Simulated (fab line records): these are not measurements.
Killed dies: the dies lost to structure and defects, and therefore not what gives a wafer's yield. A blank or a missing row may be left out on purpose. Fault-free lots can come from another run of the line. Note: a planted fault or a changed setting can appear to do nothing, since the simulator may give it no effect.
A struck lot beside a sound one + flow nandHarc + 14 steps out of a route of 1302
Sound: these wafers, L946.1, L946.4, L946.5. Wafers L952.5, L952.6 were the ones struck. The cause is given at the end.
For every step that has rows: the tool of each side, followed by ch and its chambers, followed by its first start. Under that, the readings that differ: sound wafers + struck wafers + difference of the means + sigmas: that difference in standard deviations of wafers without a fault.
alike: readings whose means differ by less than 2 such deviations, and words and numbers that are the same on both sides. not compared: withheld readings, readings that some wafer has no value for, bounds like >300 that may hide the same value, and numbers for which the record gives no deviation and whose values overlap.
Wherever a step has rows on one side only, a row that says differs or no value, or a row with sigmas, the two part there. When numbers do not overlap yet have no deviation, they are printed without sigmas and do not part them. A reading that every wafer of one side lacks parts them only if that side has two wafers or more.

NHARC_A_STAIRCASE_HM_DEP_459: deposits aC, target thk 1500 nm.
  sound on aclDep-01 ch 0, day 17 21:11; struck on aclDep-03 ch 0, day 20 17:56
  alike: throttleValvePct
NHARC_A_STAIRCASE_DEP_280: deposits SiON, target thk 30 nm.
  sound on pecvd-01 ch 0,1, day 17 23:07; struck on pecvd-02 ch 1,2, day 20 18:41
  alike: heaterPowerW, showerheadVppV
then, 9 steps without rows for these wafers: NHARC_A_STAIRCASE_DEHYDRATE_281 (time 120 s); NHARC_A_STAIRCASE_HMDS_282 (time 30 s); NHARC_A_STAIRCASE_COAT_283; NHARC_A_STAIRCASE_SOFTBAKE_284 (time 170 s); NHARC_A_STAIRCASE_EBR_285; NHARC_A_STAIRCASE_EXPOSE_286 (exposes mask CHOP 100); NHARC_A_STAIRCASE_PEB_287 (peb time 130 s); NHARC_A_STAIRCASE_DEVELOP_288 (time 140 s); NHARC_A_STAIRCASE_HARDBAKE_290 (time 140 s).
NHARC_A_STAIRCASE_DESCUM_291: chemistry O2, time 3 s.
  sound on rieDiel-02 ch 0,1, day 17 23:58; struck on rieDiel-06 ch 2,3, day 20 19:35
| reading        | sound             | struck      | difference | sigmas |
|----------------|-------------------|-------------|------------|--------|
| runLengthS (s) | 23.65 23.66 23.56 | 25.41 25.19 | +1.68      | +6     |
  alike: drypumpMotorCurrentA, oesProductAu, rfVppV, showerheadPlenumPTorr, throttleValvePct
  not compared: rfHoursCounterH
NHARC_A_STAIRCASE_ETCH_292: etches the open film in CF4/CHF3.
  sound on rieDiel-02 ch 2,3, day 18 00:02; struck on rieDiel-06 ch 0,3, day 20 19:41
| reading                  | sound             | struck      | difference | sigmas |
|--------------------------|-------------------|-------------|------------|--------|
| drypumpMotorCurrentA (A) | 6.09 6.09 6.09    | 5.75 5.16   | -0.63      | -2     |
| oesProductAu (a.u.)      | 0.949 0.980 0.989 | 0.930 0.916 | -0.050     | -2     |
  alike: cf4FlowSccm, rfVppV, showerheadPlenumPTorr, throttleValvePct
  not compared: rfHoursCounterH
-- break in the record here, with 7 days between the starts of the struck wafers on either side (left off in module A_STAIRCASE, picked up again in module END, where the first step shown is number 1302 on the route) --
NHARC_END_SORT_01:
  sound on prober-02 ch 0, day 25 12:02; struck on prober-01 ch 0, day 28 04:20
  alike: killedAtArray, killedAtOther, killedAtPeriphery, killedDies, killedOpen, killedShort

WHERE THEY PART
First at NHARC_A_STAIRCASE_DESCUM_291; last, within this record, at NHARC_A_STAIRCASE_ETCH_292. Later steps at which nothing parts them and some readings are alike: NHARC_END_SORT_01.

WHY: what had been put in by the simulator
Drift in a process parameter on rieDiel-06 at NHARC_A_STAIRCASE_DESCUM_291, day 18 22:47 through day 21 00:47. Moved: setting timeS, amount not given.
